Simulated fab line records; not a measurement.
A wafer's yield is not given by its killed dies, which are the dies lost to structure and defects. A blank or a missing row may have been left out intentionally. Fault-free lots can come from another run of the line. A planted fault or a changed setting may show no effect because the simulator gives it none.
Matching of chambers	flow n5 finfet	N5_BEOL_M12_VIA_ETCH_16 on rie diel-04 has 4 sister chambers
The step etches SiOC in C4F8/O2/Ar, target depth 724.8 nm. 18 wafers are shown with their chamber, then 9 later ones without.

WAFERS, EACH WITH ITS CHAMBER
wafer	chamber	drypump motor current A (A)	showerhead plenum p Torr (Torr)	throttle valve pct (%)
L074.4	3	4.9	3.31	24.35
L074.5	3	4.9	3.31	24.37
L074.6	2	5.0	3.46	24.23
L079.1	1	5.6	3.41	24.03
L079.4	3	4.9	3.30	24.38
L079.5	1	5.7	3.41	24.03
L082.2	3	4.9	3.30	24.38
L082.3	2	5.0	3.45	24.26
L082.6	2	5.0	3.45	24.25
L084.4	3	4.9	3.30	24.41
L084.5	0	6.7	3.56	23.84
L084.6	3	4.9	3.30	24.39
L087.1	1	5.7	3.40	24.05
L087.3	3	4.9	3.29	24.41
L087.4	0	6.7	3.56	23.84
L091.1	0	6.7	3.55	23.86
L091.3	3	4.9	3.29	24.40
L091.6	1	5.7	3.40	24.04

SIGNATURES (averages over the wafers above)
reading	chamber 0	chamber 1	chamber 2	chamber 3	scatter within a chamber
drypump motor current A	6.700	5.675	5.000	4.900	0.0231
showerhead plenum p Torr	3.5567	3.4050	3.4533	3.3000	0.00673
throttle valve pct	23.8467	24.0375	24.2467	24.3863	0.0169
Rule: a wafer's distance from a chamber is the root of the sum, over the readings, of the square of ((its reading less the chamber's mean) divided by the reading's scatter). If the next closest chamber is less than 2 further off than the closest, the wafer can't be placed; otherwise it belongs to the closest. How the scatter is found: for the shown wafers, subtract from each reading the mean of its chamber, square and add these, divide the total by (wafers less chambers), then take the root.

WAFERS WITHOUT THEIR CHAMBER
wafer	drypump motor current A (A)	showerhead plenum p Torr (Torr)	throttle valve pct (%)
L094.1	5.6	3.40	24.07
L094.5	5.6	3.40	24.06
L094.6	6.7	3.55	23.85
L093.1	5.6	3.39	24.08
L093.4	6.7	3.54	23.88
L093.6	5.0	3.44	24.30
L097.1	4.9	3.28	24.43
L097.2	5.7	3.39	24.08
L097.4	6.7	3.54	23.88

CHAMBER TAKEN BY EACH
wafer	from the rows above	in truth
L094.1	1	1
L094.5	1	1
L094.6	0	0
L093.1	1	1
L093.4	0	0
L093.6	2	2
L097.1	3	3
L097.2	1	1
L097.4	0	0
Placed correctly: 9 of 9. Can't be placed from these rows: 0. Wrongly placed: 0.
